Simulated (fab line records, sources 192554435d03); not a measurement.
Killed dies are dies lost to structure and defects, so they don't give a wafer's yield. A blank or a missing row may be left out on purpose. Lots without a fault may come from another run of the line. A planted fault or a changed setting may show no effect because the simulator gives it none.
Chamber matching | flow n5_finfet | N5_BEOL_M1_VIA_ETCH_34 on rie_diel-02: 4 sister chambers
The step etches the open film in C4F6/O2, target depth 67.8 nm, time 64.4 s. 4 wafers are shown with their chamber, then 8 later ones without.

WAFERS WITH THEIR CHAMBER
wafer  | chamber | showerhead_plenum_p_Torr (Torr)
L076.6 | 3       | 2.79
L084.1 | 0       | 2.81
L084.5 | 1       | 2.68
L085.3 | 2       | 2.99

WAFERS WITHOUT THEIR CHAMBER
wafer  | showerhead_plenum_p_Torr (Torr)
L085.4 | 2.80
L085.5 | 2.78
L088.1 | 2.80
L088.4 | 2.78
L088.5 | 2.99
L090.2 | 2.77
L090.3 | 2.99
L090.6 | 2.67

WHICH CHAMBER EACH WENT THROUGH
wafer  | from the rows above     | in truth
L085.4 | can't be placed: 3 or 0 | 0
L085.5 | can't be placed: 3 or 0 | 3
L088.1 | can't be placed: 3 or 0 | 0
L088.4 | can't be placed: 3 or 0 | 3
L088.5 | 2                       | 2
L090.2 | can't be placed: 3 or 0 | 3
L090.3 | 2                       | 2
L090.6 | 1                       | 1
Placed correctly: 3 of 8. Can't be placed from these rows: 5 (the true chamber is among the candidates in 5). Placed wrongly: 0.
How it was worked out, from the rows above alone: a wafer's distance from a chamber is the root of the sum, over the readings, of the square of ((its reading less the chamber's mean) divided by the reading's scatter). The wafer belongs to the nearest chamber; if the next one is less than 2 further off, it can't be placed. A chamber's mean is the mean of its shown wafers. The scatter: with one shown wafer a chamber, the root of the mean of the squares of how far each hidden wafer lies from its nearest shown one.
